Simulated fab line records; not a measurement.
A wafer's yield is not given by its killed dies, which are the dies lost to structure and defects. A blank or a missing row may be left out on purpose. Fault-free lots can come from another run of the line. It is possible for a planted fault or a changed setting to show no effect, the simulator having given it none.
Problem report, 8D (eight disciplines) form, completed by code ; flow n5 finfet ; the parts of the form that need people (team, actions taken, sign-off) are left out

== 1. WHAT IS WRONG ==
run length s at N5_BEOL_M13_ETCH_59 reads a mean of 82.6 s on 3 wafers of 2 lots; wafers without a fault read 91.3 s with a standard deviation of 0.41. That puts it -21 standard deviations away from the usual mean.
The step: etches BARC in N2/H2, target depth 89 nm, overetch 26.7 nm, time 67.9 s.
The first sign was on wafer L583.2 at day 12 18:11, on rie diel-04. The record holds 28 wafers of 10 lots with a number at this step. Rule for "out", or "out of limits": more than 4 standard deviations from the usual mean. The other wafers with a number count as sound.

== 2. WHAT THIS IS AND IS NOT ==
question;is;is not
which readings at this step;run length s;drypump motor current A, oes product au, rf vpp V, showerhead plenum p Torr, throttle valve pct
which lots;L583, L585;L575, L576, L578, L588, L593, L595, L596, L598
which wafers of those lots;L583.2, L583.6, L585.2;L585.5
read on which tools;rie diel-04;rie diel-02, rie diel-03
when;from day 12 18:11;"up to then (9 sound wafers); but 16 sound wafers of L585, L588, L593, L595, L596, L598 came after"

== 3. WHAT RULES OUT EACH SUSPECT ==
Counting: a tool at a process step up to the reading stays a suspect if it ran every lot that is out. Sound lots after the first of them don't rule it out here, since some wafers of a struck lot are sound.
- pecvd-01 at N5_BEOL_M13_ILD_DEP_00 (deposits SiOC from DEMS/O2, target thk 837.92 nm, time 166.4 s): kept. It ran every lot that is out, first L583 (day 12 17:02).
- rie diel-04 at N5_BEOL_M13_DESCUM_15 (chemistry O2, time 7.9 s): kept. It processed each lot that is out (first: L583, day 12 18:09); up to then, its last sound lot is L578 (day 11 19:36).
- rie diel-04 at N5_BEOL_M13_ETCH_59 (etches BARC in N2/H2, target depth 89 nm, overetch 26.7 nm, time 67.9 s): kept. It processed each lot that is out (first: L583, day 12 18:11); up to then, its last sound lot is L578 (day 11 19:38). Out on those wafers are its own readings of run length s.
- Within pecvd-01 at N5_BEOL_M13_ILD_DEP_00: the wafers that are out ran in chambers 1, 2; their sound lot-mates ran in chamber 0.
pecvd-01 at N5_BEOL_M13_ILD_DEP_00, rie diel-04 at N5_BEOL_M13_DESCUM_15 and rie diel-04 at N5_BEOL_M13_ETCH_59 are what is left after counting.

== 4. THE CAUSE (what the simulator had put in) ==
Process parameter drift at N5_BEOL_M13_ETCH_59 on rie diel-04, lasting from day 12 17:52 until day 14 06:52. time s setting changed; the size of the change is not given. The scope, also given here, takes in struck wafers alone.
This tool is one of the 3 suspects left after counting.

== 5. THE EFFECT CHAIN, in route order ==
Rows list readings where the struck wafers' mean (over those with a number) sits beyond 3 standard deviations from the usual. Only readings for which the record gives a usual standard deviation are gone through. hours: the time from each lot's start at the first step in this table that gives one to its start at this step, as a median over the lots. sigmas: the change in usual standard deviations.
hours;step;reading;usual;on struck wafers;change;sigmas
0;N5_BEOL_M13_ETCH_59;run length s;91.3 s;82.6;-8.7;-21
0;N5_BEOL_M13_STRIP_63;strip time to endpoint s;27.9 s;31.0;+3.1;+3.2
It contains these process steps:
- N5_BEOL_M13_ETCH_59: etches BARC in N2/H2, target depth 89 nm, overetch 26.7 nm, time 67.9 s.
- N5_BEOL_M13_STRIP_63: strips in N2/H2.
Readings that are blank on the struck wafers while sound wafers have them: bias w at N5_BEOL_M13_ETCH_59.

== 6. HOW IT WOULD HAVE BEEN CAUGHT EARLIER ==
In this record the first reading out of limits was taken at day 12 18:11, 0 hours after the fault began at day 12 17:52.
